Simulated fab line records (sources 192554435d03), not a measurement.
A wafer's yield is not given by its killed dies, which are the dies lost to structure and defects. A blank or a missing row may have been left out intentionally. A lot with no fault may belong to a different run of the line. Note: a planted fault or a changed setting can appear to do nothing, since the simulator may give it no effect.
Matching of chambers | flow n5Finfet | N5_HKMG_FIN_ALD_21 on aldMetal-04 has 4 sister chambers
The step deposits TiN, target thk 1.5 nm, pulse time 1 s, purge time 3 s. 8 wafers are shown with their chamber, then 11 later ones without.

## WAFERS, EACH WITH ITS CHAMBER
wafer  | chamber | heaterPowerW (W) | susceptorTempC (C)
L081.4 | 1       | 790              | 399.65
L081.5 | 1       | 805              | 399.77
L085.2 | 2       | 978              | 400.13
L085.6 | 3       | 854              | 399.57
L087.3 | 0       | 895              | 400.21
L087.5 | 3       | 853              | 400.49
L087.6 | 2       | 1003             | 400.16
L089.1 | 0       | 905              | 399.41

## WAFERS WITHOUT THEIR CHAMBER
wafer  | heaterPowerW (W) | susceptorTempC (C)
L089.3 | 782              | 399.93
L089.4 | 992              | 400.34
L093.1 | 894              | 400.04
L093.4 | 998              | 399.77
L093.5 | 985              | 399.87
L095.2 | 992              | 400.19
L095.3 | 823              | 399.95
L095.5 | 895              | 399.84
L096.1 | 921              | 399.66
L096.3 | 805              | 399.88
L096.5 | 914              | 399.42

## CHAMBER TAKEN BY EACH
wafer  | from the rows above     | in truth
L089.3 | 1                       | 1
L089.4 | 2                       | 2
L093.1 | 0                       | 0
L093.4 | 2                       | 2
L093.5 | 2                       | 2
L095.2 | 2                       | 2
L095.3 | can't be placed: 1 or 3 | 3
L095.5 | 0                       | 0
L096.1 | 0                       | 0
L096.3 | 1                       | 1
L096.5 | 0                       | 0
10 of 11 placed correctly. Not placeable from these rows: 1 (in 1, the candidates include the true chamber). Number placed wrongly: 0.
How it was worked out, from the rows above alone: a wafer's distance from a chamber is the root of the sum, over the readings, of the square of ((its reading less the chamber's mean) divided by the reading's scatter). If the next closest chamber is less than 2 further off than the closest, the wafer can't be placed; otherwise it belongs to the closest. A chamber's mean is the mean of its shown wafers. The scatter: the root of (the sum of the squares of (reading less its chamber's mean) over the shown wafers, divided by (wafers less chambers)).
